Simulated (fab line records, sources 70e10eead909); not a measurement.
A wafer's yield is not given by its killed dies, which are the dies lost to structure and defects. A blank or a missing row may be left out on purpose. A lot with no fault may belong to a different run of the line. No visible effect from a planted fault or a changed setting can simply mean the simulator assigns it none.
fab line records	flow nand-harc
[record] lots = 7	wafers = 18	last-day = 32
route steps=1302 shown P_STI@86 P_GATE@110 END@1302
lots with no fault: from the same line, run without faults
start-h: the number of hours between the record's first day and the start of the first shown wafer of the lot	wait-h: hours since the lot's step before	" identical to the entry in the row above	L1.1+2: a row that stands for several wafers	- value missing, or start not given	* or withheld: withheld	< > ~ a bound
route shown NAME@n: names a module that has steps shown in the file, with the first one's number in the route	usual: mean/standard deviation taken from wafers without a fault	same: alike in all rows	chamber/n: place in a boat	sites: per-site readings	_std_site: the standard deviation of these	_edge_site: inner sites' mean taken away from outer sites' mean	radius-mm: for every site, how far away it sits from the centre of the wafer	mask NAME#n: copy n	behind: the tool/chamber that last shaped the wafer	hold: why the lot was held/for how many hours/how that ended	device: names the non-switching transistor (n, p or np)	end of line: the tests these same wafers got at the end of their route	a step without rows: its recipe alone	killed: not the wafer's yield, but the dies lost to structure and defects at the first sort	map: dies across one wafer; x = killed, . = not, _ = none there
set.NAME: the run value of the setting; set.NAME@STEP: its run value at that earlier step	model.NAME: the simulator's own value behind a step, which no gauge read
lots seen at some steps along the route; tables by step, rows by wafer
services: a tool's chamber out of use, with start hour (start-h, from the record's first day; less than 0 if before it), hours out, and reason
[[steps]]
[step NHARC_P_STI_HARDBAKE_13]
[recipe] temp-c = 118	time-s = 65
[step NHARC_P_STI_DESCUM_14]
[recipe] time-s = 3	o2-flow-sccm = 200	ar-flow-sccm = 0	bias-power-w = 0	chemistry = O2
[usual] drypump-motor-current-A = 5.7/0.48	oes-product-au = 0.995/0.0094	rf-vpp-V = 57.8/0.91	showerhead-plenum-p-Torr = 1.94/0.077	throttle-valve-pct = 11.312/0.009
lot.wafer	tool	chamber	start-h	wait-h	drypump-motor-current-A	oes-product-au	rf-hours-counter-h	rf-vpp-V	showerhead-plenum-p-Torr	throttle-valve-pct
L667.2	rie-diel-06	3	45.67	-	5.3	1.002	5	58.0	1.82	11.325
L667.4	"	1	"	"	5.8	0.981	4	58.7	1.92	11.326
L667.5	"	2	"	"	6.0	0.990	-	57.1	1.86	11.311
L671.3	rie-diel-11	3	88.39	-	6.3	1.004	0	58.1	2.07	11.295
L671.1	"	0	"	"	5.1	0.992	0	58.6	1.98	11.308
L671.5	"	3	"	"	6.3	1.007	-	59.0	2.07	11.323
L674.1	rie-diel-11	2	114.30	-	6.3	1.001	0	57.5	1.94	11.317
L674.3	"	0	"	"	5.1	1.001	1	56.6	1.98	11.310
L674.6	"	2	"	"	6.3	0.986	-	58.4	1.94	11.305
L678.3	rie-diel-11	3	151.99	-	6.3	0.999	3	57.0	2.07	11.305
L678.2	"	2	"	"	6.3	0.995	2	58.8	1.94	11.307
L679.3	rie-diel-06	1	162.47	-	5.8	1.004	2	58.0	1.91	11.315
L679.2	"	0	"	"	5.4	0.990	1	57.1	2.02	11.304
L680.4	rie-diel-06	2	174.23	-	6.0	0.992	1	57.7	1.86	11.312
L680.6	"	2	"	"	6.0	0.999	-	59.1	1.86	11.316
L688.4	rie-diel-10	3	256.67	-	5.7	0.993	1	57.6	1.92	11.305
L688.1	"	1	"	"	5.5	0.985	0	57.5	1.97	11.328
L688.6	"	2	"	"	4.7	0.986	-	59.1	1.87	11.310
[step NHARC_P_STI_ETCH_42]
[recipe] target-depth-a = 800	overetch-a = 240	time-s = 61	ion-energy-ev = 200	n2-flow-sccm = 150	h2-flow-sccm = 150	ar-flow-sccm = 0	rf-w = 400	bias-w = 150	chemistry = N2/H2
[usual] drypump-motor-current-A = 5.7/0.47	oes-product-au = 0.997/0.0089	rf-vpp-V = 431.5/2.3	showerhead-plenum-p-Torr = 2.07/0.085	throttle-valve-pct = 14.172/0.0091
lot.wafer	tool	chamber	start-h	wait-h	drypump-motor-current-A	oes-product-au	rf-hours-counter-h	rf-vpp-V	showerhead-plenum-p-Torr	throttle-valve-pct
L667.2	rie-diel-06	0	45.75	0.1	5.4	1.003	4	433.8	2.15	14.169
L667.4	"	3	"	"	5.3	1.014	5	426.1	1.94	14.171
L667.5	"	0	"	"	5.3	0.995	-	433.3	2.15	14.172
L671.3	rie-diel-11	1	88.49	0.1	5.4	0.996	0	428.5	1.97	14.163
L671.1	"	2	"	"	6.2	0.995	0	432.2	2.07	14.181
L671.5	"	3	"	"	6.3	1.003	-	434.4	2.21	14.163
L674.3	rie-diel-11	1	114.39	0.1	5.4	0.986	1	428.1	1.97	14.175
L674.1	"	2	"	"	6.2	0.993	0	431.0	2.07	14.175
L674.6	"	1	"	"	5.4	0.992	-	430.4	1.96	14.162
L678.2	rie-diel-11	1	152.09	0.1	5.5	0.996	3	427.8	1.96	14.173
L678.3	"	2	"	"	6.3	0.994	2	431.7	2.06	14.162
L679.2	rie-diel-06	0	162.56	0.1	5.4	0.988	1	434.1	2.15	14.179
L679.3	"	2	"	"	6.0	0.983	1	428.9	1.98	14.172
L680.4	rie-diel-06	0	174.33	0.1	5.4	0.995	2	434.4	2.15	14.165
L680.6	"	3	"	"	5.3	1.007	-	427.4	1.93	14.178
L688.4	rie-diel-10	0	256.75	0.1	5.8	0.989	1	433.5	2.15	14.169
L688.1	"	2	"	"	4.7	0.976	1	429.0	1.99	14.172
L688.6	"	0	"	"	5.8	0.987	-	432.8	2.15	14.162
[step NHARC_P_STI_ETCH_31]
[recipe] target-depth-a = 1089	time-s = 54.5	cf4-flow-sccm = 100	chf3-flow-sccm = 30	ar-flow-sccm = 0	rf-w = 500	bias-w = 200	chemistry = CF4/CHF3
[usual] drypump-motor-current-A = 5.6/0.47	oes-product-au = 0.961/0.017	rf-vpp-V = 371.1/2.1	showerhead-plenum-p-Torr = 1.59/0.059	throttle-valve-pct = 16.804/0.0093
lot.wafer	tool	chamber	start-h	wait-h	drypump-motor-current-A	oes-product-au	rf-hours-counter-h	rf-vpp-V	showerhead-plenum-p-Torr	throttle-valve-pct
L667.2	rie-diel-06	3	-	-	5.2	0.970	5	368.0	1.50	16.799
L667.4	"	1	"	"	5.8	0.963	4	371.5	1.58	16.804
L667.5	"	0	"	"	5.3	0.971	-	372.0	1.65	16.797
L671.3	rie-diel-11	2	-	-	6.3	0.976	0	371.8	1.59	16.806
L671.1	"	0	"	"	5.1	0.954	0	372.3	1.62	16.807
L671.5	"	2	"	"	6.3	0.973	-	371.7	1.59	16.822
L674.3	rie-diel-11	0	-	-	5.1	0.914	1	372.7	1.62	16.797
L674.1	"	1	"	"	5.4	0.914	1	367.0	1.52	16.808
L674.6	"	3	"	"	6.3	0.931	-	373.5	1.69	16.800
L678.3	rie-diel-11	2	-	-	6.3	0.971	2	371.3	1.59	16.803
L678.2	"	3	"	"	6.3	0.967	3	375.3	1.69	16.790
L679.3	rie-diel-06	0	-	-	5.4	0.974	1	373.4	1.65	16.804
L679.2	"	2	"	"	6.0	0.945	1	368.7	1.53	16.812
L680.4	rie-diel-06	1	-	-	5.8	0.962	2	369.7	1.57	16.811
L680.6	"	3	"	"	5.2	0.953	-	368.2	1.50	16.804
L688.4	rie-diel-10	2	-	-	4.7	0.942	1	368.6	1.54	16.806
L688.1	"	0	"	"	5.8	0.973	1	374.6	1.65	16.802
L688.6	"	1	"	"	5.4	0.966	-	370.8	1.62	16.800
[step NHARC_P_STI_ETCH_15]
[recipe] target-depth-a = 3000	taper-deg = 4	time-s = 100.1	hbr-flow-sccm = 150	cl2-flow-sccm = 50	rf-w = 400	icp-w = 400	bias-w = 100	chemistry = HBr/Cl2
[step NHARC_P_STI_CD_MEAS_16]
[usual] cd-nm = 199/4.4
lot.wafer	tool	chamber	start-h	wait-h	cd-nm
L667.2	cd-sem-02	-	46.10	-	203
L667.4	"	-	"	"	204
L667.5	"	-	"	"	206
L671.1	cd-sem-03	-	88.83	-	204
L671.3	"	-	"	"	203
L671.5	"	-	"	"	200
L674.1	cd-sem-01	-	114.74	-	197
L674.3	"	-	"	"	190
L674.6	"	-	"	"	195
L678.2	cd-sem-01	-	152.43	-	198
L678.3	"	-	"	"	201
L679.2	cd-sem-03	-	162.91	-	206
L679.3	"	-	"	"	206
L680.4	cd-sem-02	-	174.68	-	198
L680.6	"	-	"	"	191
L688.1	cd-sem-02	-	257.09	-	201
L688.4	"	-	"	"	197
L688.6	"	-	"	"	199
[step NHARC_P_STI_OCD_MEAS_17]
[usual] trench-depth-nm = 301/3.8	trench-foot-cd-nm = 157/4.1
lot.wafer	tool	chamber	start-h	wait-h	trench-depth-nm	trench-foot-cd-nm
L667.2	ocd-01	-	46.19	0.1	305	161
L667.4	"	-	"	"	308	161
L667.5	"	-	"	"	304	164
L671.1	ocd-02	-	88.92	0.1	311	162
L671.3	"	-	"	"	298	163
L671.5	"	-	"	"	301	157
L674.1	ocd-01	-	114.83	0.1	300	156
L674.3	"	-	"	"	307	151
L674.6	"	-	"	"	305	158
L678.2	ocd-01	-	152.52	0.1	297	158
L678.3	"	-	"	"	304	158
L679.2	ocd-01	-	163.00	0.1	309	164
L679.3	"	-	"	"	303	166
L680.4	ocd-01	-	174.76	0.1	305	156
L680.6	"	-	"	"	299	150
L688.1	ocd-02	-	257.18	0.1	299	156
L688.4	"	-	"	"	301	156
L688.6	"	-	"	"	298	154
[step NHARC_P_STI_STRIP_19]
[recipe] time-s = 900	temp-c = 130	chemistry = SPM
[step NHARC_P_STI_PRECLEAN_32]
[recipe] time-s = *	temp-c = 50	bath-age-min = 0	chemistry = SC1
[step NHARC_P_STI_SRD_23]
[step NHARC_P_STI_OCD_MEAS_43]
[usual] trench-depth-nm = 301/3.9	trench-foot-cd-nm = 157/4.1
lot.wafer	tool	chamber	start-h	wait-h	trench-depth-nm	trench-foot-cd-nm
L667.2	ocd-02	-	46.70	-	305	161
L667.4	"	-	"	"	309	160
L667.5	"	-	"	"	304	163
L671.1	ocd-01	-	89.43	-	310	162
L671.3	"	-	"	"	298	163
L671.5	"	-	"	"	301	156
L674.1	ocd-02	-	115.33	-	300	157
L674.3	"	-	"	"	307	151
L674.6	"	-	"	"	305	158
L678.2	ocd-02	-	153.03	-	297	158
L678.3	"	-	"	"	305	158
L679.2	ocd-02	-	163.50	-	310	164
L679.3	"	-	"	"	303	166
L680.4	ocd-02	-	175.27	-	304	156
L680.6	"	-	"	"	300	150
L688.1	ocd-01	-	257.69	-	299	156
L688.4	"	-	"	"	301	156
L688.6	"	-	"	"	298	153
[step NHARC_P_STI_OXIDE_33]
[recipe] target-thk-a = 100	temp-c = 1000	ox-time-s = 281	material = SiO2
[step NHARC_P_STI_HDPCVD_20]
[recipe] target-thk-a = withheld	sigma-open-frac = withheld	material = SiO2
lot.wafer	tool	chamber	start-h	wait-h
L667.2+4+5	hdpcvd-01	1,1,0	56.46	0.4
L671.1+3+5	hdpcvd-01	0,1,1	97.19	0.5
L674.1+3+6	hdpcvd-01	0	124.36	0.4
L678.2+3	hdpcvd-01	0	162.58	0.5
L679.2+3	hdpcvd-01	0	172.43	0.5
L680.4+6	hdpcvd-01	0	183.69	0.5
L688.1+4+6	hdpcvd-01	0	266.57	0.5
[step NHARC_P_STI_ANNEAL_34]
[recipe] temp-c = 1000	time-s = 1800
[step NHARC_P_STI_CMP_21]
[recipe] t-overpolish-s = 20	target-thk-nm = 380.67
[usual] motor-current-A = 11.9/1.2	overpolish-run-s = 20.000/0.0088	retaining-ring-pressure-frac = 1.000/0.0055
lot.wafer	tool	chamber	start-h	wait-h	motor-current-A	overpolish-run-s	retaining-ring-pressure-frac
L667.4	cmp-02	2	65.11	0.4	12.0	19.997	0.995
L667.2	"	3	"	"	10.7	19.984	0.995
L667.5	"	1	"	"	12.4	20.008	0.999
L671.3	cmp-01	2	107.33	0.4	12.5	19.984	0.990
L671.1	"	0	"	"	10.0	20.016	1.000
L671.5	"	3	"	"	12.0	19.994	0.991
L674.1	cmp-03	0	137.11	0.4	11.8	19.991	1.007
L674.3	"	1	"	"	10.4	20.000	0.998
L674.6	"	0	"	"	12.3	20.012	1.000
L678.3	cmp-02	3	171.30	0.4	10.8	19.997	0.993
L678.2	"	1	"	"	12.8	19.992	0.994
L679.2	cmp-02	2	180.96	0.4	12.3	20.012	1.001
L679.3	"	1	"	"	13.0	19.991	1.007
L680.4	cmp-01	0	193.14	0.4	10.3	19.995	1.000
L680.6	"	2	"	"	11.9	20.010	1.005
L688.1	cmp-01	2	274.89	0.4	11.5	20.008	1.003
L688.4	"	0	"	"	10.8	19.994	0.984
L688.6	"	3	"	"	11.9	20.002	0.990
[step NHARC_P_STI_SRD_35]
[step NHARC_P_STI_ETCH_36]
[recipe] target-depth-a = 388	chemistry = dHF	material = SiO2
[step NHARC_P_STI_STRIP_24]
[recipe] temp-c = 160	chemistry = H3PO4	material = Si3N4
[step NHARC_P_STI_ETCH_37]
[recipe] target-depth-a = 110	chemistry = dHF	material = SiO2
[step NHARC_P_STI_PRECLEAN_38]
[recipe] time-s = *	temp-c = 50	bath-age-min = 0	chemistry = SC1
[step NHARC_P_STI_SRD_39]
[step NHARC_P_STI_OXIDE_40]
[recipe] target-thk-a = 100	temp-c = 900	ox-time-s = 1362	material = SiO2
[step NHARC_P_GATE_ETCH_69]
[recipe] target-depth-a = 140	chemistry = dHF	material = SiO2
[step NHARC_P_GATE_PRECLEAN_70]
[recipe] time-s = *	temp-c = 50	bath-age-min = 0	chemistry = SC1
[step NHARC_P_GATE_SRD_01]
[step NHARC_P_GATE_OXIDE_02]
[recipe] target-thk-a = 375	temp-c = 950	p-h2o-torr = 720	ox-time-s = 365	material = SiO2
[step NHARC_P_GATE_DEHYDRATE_03]
[recipe] temp-c = 150	time-s = 120
[step NHARC_P_GATE_HMDS_04]
[recipe] time-s = 30
[step NHARC_P_GATE_COAT_05]
[recipe] spin-rpm = 4690
[step NHARC_P_GATE_SOFTBAKE_06]
[recipe] temp-c = 122	time-s = 95
[step NHARC_P_GATE_EBR_07]
[step NHARC_P_GATE_EXPOSE_08]
[recipe] na = 0.6	dose-mj = 16.75	mask-id = P_HV
[step NHARC_P_GATE_PEB_09]
[recipe] peb-temp-c = 118	peb-time-s = 85
[step NHARC_P_GATE_DEVELOP_10]
[recipe] time-s = 70
[step NHARC_P_GATE_CD_MEAS_11]
[recipe] target-cd-nm = 1640	landing-energy-ev = 500
[usual] cd-nm = 1640.8/2.9
lot.wafer	tool	chamber	start-h	wait-h	cd-nm
L667.2	cd-sem-02	0	85.74	-	1640.5
L667.4	"	0	"	"	1642.0
L667.5	"	0	"	"	1638.5
L671.1	cd-sem-02	0	127.31	-	1642.6
L671.3	"	0	"	"	1638.3
L671.5	"	0	"	"	1638.0
L674.1	cd-sem-03	0	155.69	-	1643.7
L674.3	"	0	"	"	1644.1
L674.6	"	0	"	"	1640.9
L678.2	cd-sem-03	0	187.52	-	1637.3
L678.3	"	0	"	"	1640.5
L679.2	cd-sem-02	0	200.39	-	1641.2
L679.3	"	0	"	"	1645.5
L680.4	cd-sem-03	0	209.37	-	1643.6
L680.6	"	0	"	"	1644.6
L688.1	cd-sem-02	0	295.77	-	1639.9
L688.4	"	0	"	"	1638.7
L688.6	"	0	"	"	1643.0
[step NHARC_P_GATE_HARDBAKE_12]
[recipe] temp-c = 125	time-s = 80
[step NHARC_P_GATE_DESCUM_13]
[recipe] time-s = 3	o2-flow-sccm = 200	ar-flow-sccm = 0	bias-power-w = 0	chemistry = O2
[usual] drypump-motor-current-A = 5.7/0.39	oes-product-au = 1.004/0.017	rf-vpp-V = 57.8/0.8	showerhead-plenum-p-Torr = 1.95/0.073	throttle-valve-pct = 11.312/0.0086
lot.wafer	tool	chamber	start-h	wait-h	drypump-motor-current-A	oes-product-au	rf-hours-counter-h	rf-vpp-V	showerhead-plenum-p-Torr	throttle-valve-pct
L667.2	rie-diel-01	1	85.90	-	6.4	1.020	4.1	57.7	1.97	11.306
L667.4	"	3	"	"	5.8	1.030	4.6	58.0	1.97	11.297
L667.5	"	1	"	"	6.4	1.022	-	58.4	1.97	11.308
L671.1	rie-diel-08	3	127.48	-	5.4	1.021	6.1	58.8	2.04	11.320
L671.3	"	1	"	"	6.3	0.995	5.5	57.6	1.93	11.312
L671.5	"	3	"	"	5.4	1.021	-	57.5	2.04	11.307
L674.3	rie-diel-01	0	155.88	-	5.8	0.996	7.7	57.9	2.04	11.316
L674.1	"	1	"	"	6.4	1.022	7.2	58.1	1.97	11.310
L674.6	"	3	"	"	5.7	1.016	-	57.1	1.97	11.312
L678.2	rie-diel-01	3	187.67	-	5.8	1.029	10.1	58.2	1.97	11.320
L678.3	"	1	"	"	6.4	1.013	8.2	57.2	1.97	11.315
L679.3	rie-diel-01	2	200.57	-	5.5	1.013	10.2	57.7	1.93	11.323
L679.2	"	0	"	"	5.8	0.988	9.2	57.1	2.04	11.316
L680.4	rie-diel-08	1	209.60	-	6.3	0.989	-	57.3	1.93	11.301
L680.6	"	0	"	"	5.1	0.985	-	58.8	1.97	11.300
L688.1	rie-diel-08	1	295.93	-	6.4	1.006	6.4	58.9	1.93	11.308
L688.4	"	2	"	"	5.3	1.029	6.7	57.9	1.94	11.306
L688.6	"	2	"	"	5.2	1.040	-	57.5	1.94	11.294
[step NHARC_P_GATE_ETCH_14]
[recipe] target-depth-a = 488	chemistry = dHF	material = SiO2
[step NHARC_P_GATE_STRIP_15]
[recipe] time-s = 780	temp-c = 130	chemistry = SPM
[step NHARC_P_GATE_PRECLEAN_71]
[recipe] time-s = *	temp-c = 50	bath-age-min = 0	chemistry = SC1
[step NHARC_P_GATE_DESCUM_31]
[recipe] time-s = 3	o2-flow-sccm = 200	ar-flow-sccm = 0	bias-power-w = 0	chemistry = O2
[usual] drypump-motor-current-A = 5.7/0.41	oes-product-au = 1.004/0.017	rf-vpp-V = 57.9/1	showerhead-plenum-p-Torr = 1.94/0.076	throttle-valve-pct = 11.311/0.008
lot.wafer	tool	chamber	start-h	wait-h	hold	drypump-motor-current-A	oes-product-au	rf-hours-counter-h	rf-vpp-V	showerhead-plenum-p-Torr	throttle-valve-pct
L667.2	rie-diel-01	3	103.27	0.1	-	5.8	1.033	5.8	57.6	1.97	11.314
L667.4	"	2	"	"	-	5.5	1.006	5.7	57.0	1.93	11.318
L667.5	"	3	"	"	-	5.8	1.038	-	56.4	1.97	11.312
L671.1	rie-diel-02	1	146.69	0.1	-	5.3	1.010	3.6	56.9	1.80	11.311
L671.3	"	3	"	"	-	5.9	1.009	4.0	56.1	1.78	11.314
L671.5	"	1	"	"	-	5.3	0.996	-	58.0	1.80	11.302
L674.1	rie-diel-02	2	169.65	0.1	-	5.6	0.990	4.7	56.8	2.00	11.316
L674.3	"	3	"	"	-	5.9	1.010	4.4	57.3	1.78	11.319
L674.6	"	3	"	"	-	5.9	1.003	-	57.2	1.78	11.314
L678.2	rie-diel-08	1	213.13	4.4	await-dispo/4.1h/release	6.3	0.992	0.6	58.0	1.93	11.306
L678.3	"	2	"	"	await-dispo/4.1h/release	5.2	1.014	1.0	57.2	1.94	11.313
L679.3	rie-diel-08	2	217.81	3.3	await-dispo/3.0h/release	5.2	1.003	1.8	58.7	1.94	11.307
L679.2	"	3	"	"	await-dispo/3.0h/release	5.4	1.013	1.5	57.6	2.04	11.309
L680.4	rie-diel-08	0	228.60	3.5	await-dispo/3.4h/release	5.2	0.991	1.4	59.1	1.97	11.300
L680.6	"	3	"	"	await-dispo/3.4h/release	5.4	1.037	-	56.9	2.04	11.311
L688.4	rie-diel-08	1	316.95	0.1	-	6.4	1.004	7.8	58.4	1.93	11.307
L688.1	"	2	"	"	-	5.2	1.038	7.4	59.4	1.94	11.310
L688.6	"	1	"	"	-	6.3	0.998	-	59.7	1.93	11.303
[step NHARC_END_SORT_01]
[recipe] temp-c = 25
[usual] killed-at-array = 54/17	killed-at-other = 0.7/1	killed-at-periphery = 3.7/2.9	killed-dies = 58/16	killed-open = 3.2/1.9	killed-short = 2.2/1.5
[same] gross-dies = 677
lot.wafer	tool	chamber	start-h	wait-h	killed-at-array	killed-at-other	killed-at-periphery	killed-dies	killed-open	killed-short
L674.1	prober-01	0	653.29	2.5	47	0	0	47	1	0
L674.3	prober-01	0	654.88	3.1	46	1	1	48	2	1
L674.6	prober-01	0	657.27	4.0	53	0	1	54	4	2
L679.2	prober-02	0	672.03	2.8	21	1	39	61	5	3
L679.3	prober-02	0	672.83	3.1	26	3	27	56	1	2
L680.4	prober-01	0	685.67	3.4	35	0	34	69	1	0
L680.6	prober-01	0	687.27	4.0	43	0	30	73	3	5
L678.2	prober-01	0	705.56	2.8	57	0	39	96	4	2
L678.3	prober-01	0	706.36	3.1	36	1	31	68	1	1
L688.1	prober-01	0	773.20	2.5	38	1	5	44	9	2
L688.4	prober-01	0	775.60	3.4	43	3	7	53	2	0
L688.6	prober-01	0	777.19	4.0	36	3	2	41	1	5
// killed by level:class
L674.1 A_CHANNEL_HOLE_D2:chamber-film-flake=37 A_CHANNEL_HOLE_D1:chamber-film-flake=5 A_CHANNEL_FILL_D2:chamber-film-flake=2 A_CHANNEL_FILL_D2:geometric-particle:open=1 A_WL_FILL:chamber-film-flake=1 A_CONTACT:chamber-film-flake=1
L674.3 A_CHANNEL_HOLE_D2:chamber-film-flake=35 A_CHANNEL_HOLE_D1:chamber-film-flake=3 A_CONTACT:chamber-film-flake=2 A_CHANNEL_HOLE_D1:geometric-particle:short=1 A_SGD_CUT:geometric-particle:open=1 A_CONTACT:geometric-particle:open=1 P_GATE:chamber-film-flake=1 A_CHANNEL_FILL_D1:chamber-film-flake=1
L674.6 A_CHANNEL_HOLE_D2:chamber-film-flake=34 A_CHANNEL_HOLE_D1:chamber-film-flake=7 A_CONTACT:chamber-film-flake=2 A_WL_FILL:chamber-film-flake=2 A_CHANNEL_HOLE_D1:geometric-particle:open=1 A_CHANNEL_FILL_D1:geometric-particle:short=1 A_CHANNEL_FILL_D1:geometric-particle:open=1 A_ONON_D2:geometric-particle:short=1
L679.2 P_STI:unspecified=36 A_CHANNEL_HOLE_D1:chamber-film-flake=5 A_M1:chamber-film-flake=3 P_GATE:chamber-film-flake=2 A_SLIT:chamber-film-flake=2 P_STI:geometric-particle:open=1 A_SOURCE_PLATE:geometric-particle:short=1 A_CHANNEL_HOLE_D1:geometric-particle:open=1
L679.3 P_STI:unspecified=25 A_M1:chamber-film-flake=5 A_SLIT:chamber-film-flake=5 A_CHANNEL_HOLE_D1:chamber-film-flake=3 A_STAIRCASE:chamber-film-flake=3 A_WL_FILL:chamber-film-flake=3 THIN_TSV:chamber-film-flake=3 A_SOURCE_PLATE:geometric-particle:short=2
L680.4 P_STI:unspecified=28 A_CHANNEL_HOLE_D2:chamber-film-flake=11 A_STAIRCASE:chamber-film-flake=9 A_CONTACT:chamber-film-flake=7 P_M1:chamber-film-flake=3 A_M1:chamber-film-flake=3 P_GATE:chamber-film-flake=2 A_SLIT:chamber-film-flake=2
L680.6 P_STI:unspecified=22 A_CHANNEL_HOLE_D2:chamber-film-flake=13 A_STAIRCASE:chamber-film-flake=9 A_CHANNEL_HOLE_D1:chamber-film-flake=4 A_SLIT:chamber-film-flake=3 A_CONTACT:chamber-film-flake=3 A_M1:chamber-film-flake=3 A_ONON_D1:geometric-particle:short=2
L678.2 A_CHANNEL_HOLE_D1:chamber-film-flake=38 P_STI:unspecified=37 A_CONTACT:chamber-film-flake=5 A_SLIT:chamber-film-flake=4 A_WL_FILL:geometric-particle:short=2 A_STAIRCASE:chamber-film-flake=2 A_ONON_D1:geometric-particle:open=1 A_CHANNEL_HOLE_D2:geometric-particle:open=1
L678.3 P_STI:unspecified=31 A_CHANNEL_HOLE_D1:chamber-film-flake=23 A_CHANNEL_FILL_D1:chamber-film-flake=4 A_SLIT:chamber-film-flake=3 A_WL_FILL:geometric-particle:short=1 A_M1:geometric-particle:open=1 A_CONTACT:chamber-film-flake=1 A_CHANNEL_FILL_D2:chamber-film-flake=1
L688.1 A_CHANNEL_HOLE_D2:chamber-film-flake=12 A_SLIT:chamber-film-flake=8 A_CONTACT:chamber-film-flake=4 A_CHANNEL_HOLE_D2:geometric-particle:open=3 A_CHANNEL_HOLE_D1:chamber-film-flake=3 P_STI:geometric-particle:open=1 P_M0:geometric-particle:open=1 P_M2:geometric-particle:short=1
L688.4 A_CHANNEL_HOLE_D2:chamber-film-flake=27 A_SLIT:chamber-film-flake=7 A_CONTACT:chamber-film-flake=6 P_ZERO_WELL:chamber-film-flake=3 THIN_TSV:chamber-film-flake=3 P_CONTACT:geometric-particle:open=1 P_M0:geometric-particle:open=1 P_STI:chamber-film-flake=1
L688.6 A_CHANNEL_HOLE_D2:chamber-film-flake=14 A_SLIT:chamber-film-flake=8 A_CONTACT:chamber-film-flake=6 A_M0:geometric-particle:short=2 A_CHANNEL_HOLE_D1:unspecified=2 THIN_TSV:chamber-film-flake=2 A_ZERO_WELL:chamber-film-flake=1 A_CHANNEL_FILL_D1:geometric-particle:short=1
// map L678.2 (x killed, . not)
____________.____________
_________......._________
_______..x........_______
______.............______
_____..............._____
____........x........____
____...............x.____
___....x..............___
___...................___
__..............x......__
__.............xx.xx...__
_..x...........xxxxx...._
_............xxxxxxx..x._
_...........xxxxxxxx...._
_..x......x.x..xxxxx...x_
_.........xx.x.x.x......_
...........xx..xxxx......
.......x..xxxxxx...xx....
..........xxxxxx.x.x.....
....x.....xxxxx..x.......
..........xxxx.x.........
_.....x....xx..........._
_........x.x..x.x......._
_............xx.xx......_
_......................._
_...............x......._
__..............x......__
__.....................__
___.............x.....___
___...................___
____.................____
____.................____
_____..............._____
______.....x.......______
_______..........._______
_________x......_________
____________.____________
// map L679.2 (x killed, . not)
____________.____________
_________......._________
_______..........._______
______.............______
_____..............._____
____x..x...........x.____
____...........x....x____
___..............x...x___
___.............x....x___
__...x........x.x......__
__.............xx.....x__
_.............x.xx.xx..._
_............xxxxxxx...._
_..x..........x.xxxx...._
_.............xx.xx....._
_.......x.......xxx...x._
............x....x.......
...............xxx...x...
..x...........x..x.x.....
....................x....
.........................
_......................._
_..........x............_
_.....x................._
_.............x........._
_......................._
__.....................__
__.......x.............__
___...................___
___............x......___
____..x..............____
____x................____
_____..............._____
______.............______
_______....x......_______
_________......._________
____________.____________
[[services]]
tool	chamber	start-h	hours	kind
rie-diel-01	-	26.80	9.0	pm
rie-diel-01	1	67.03	3.8	repair
rie-diel-11	-	78.50	9.0	pm
hdpcvd-01	-	80.94	1.8	repair
rie-diel-11	2	93.13	9.7	repair
rie-diel-06	1	93.46	2.7	repair
rie-diel-08	-	96.19	0.5	repair
rie-diel-08	1	96.99	2.0	repair
rie-diel-01	0	105.69	6.6	repair
rie-diel-06	-	130.20	9.0	pm
rie-diel-08	0	157.91	15.1	repair
hdpcvd-01	-	185.00	13.0	pm
rie-diel-08	-	190.80	9.0	pm
rie-diel-06	0	191.94	4.0	repair
rie-diel-11	0	195.91	6.3	repair
rie-diel-01	3	195.96	11.3	repair
rie-diel-08	3	206.85	5.4	repair
hdpcvd-01	-	240.53	2.1	repair
rie-diel-11	-	255.50	9.0	pm
hdpcvd-01	-	259.89	0.9	repair
rie-diel-06	1	286.23	4.4	repair
rie-diel-08	2	299.18	7.5	repair
rie-diel-06	1	300.14	8.3	repair
rie-diel-06	-	307.20	9.0	pm
[[key]]
[first-sign] step = NHARC_END_SORT_01	reading = killed-at-periphery	direction = up	sigmas = 10	usual = 3.7	struck = 33.3
[more-kills-born-at] NHARC_P_STI_HDPCVD_20@hdpcvd-01 = 179
met-at NHARC_P_STI_HDPCVD_20
struck-wafers L678.2,L678.3,L679.2,L679.3,L680.4,L680.6
tester-left-out L678,L679,L680
onset-between 124.36 162.58
[fault] kind = chamber-particle-source	tool = hdpcvd-01	chamber = 0	onset-h = 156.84	steps = NHARC_P_STI_HDPCVD_20	rate-per-visit-cm2 = 0.063162	end-h = 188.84
// tester-left-out: of these lots the tester's yield and bins aren't shown, on N5 and GAA mostly nor the transistor test; their killed dies are dies lost to structure and defects alone, not to doping, threshold or leakage, so they don't give the yield
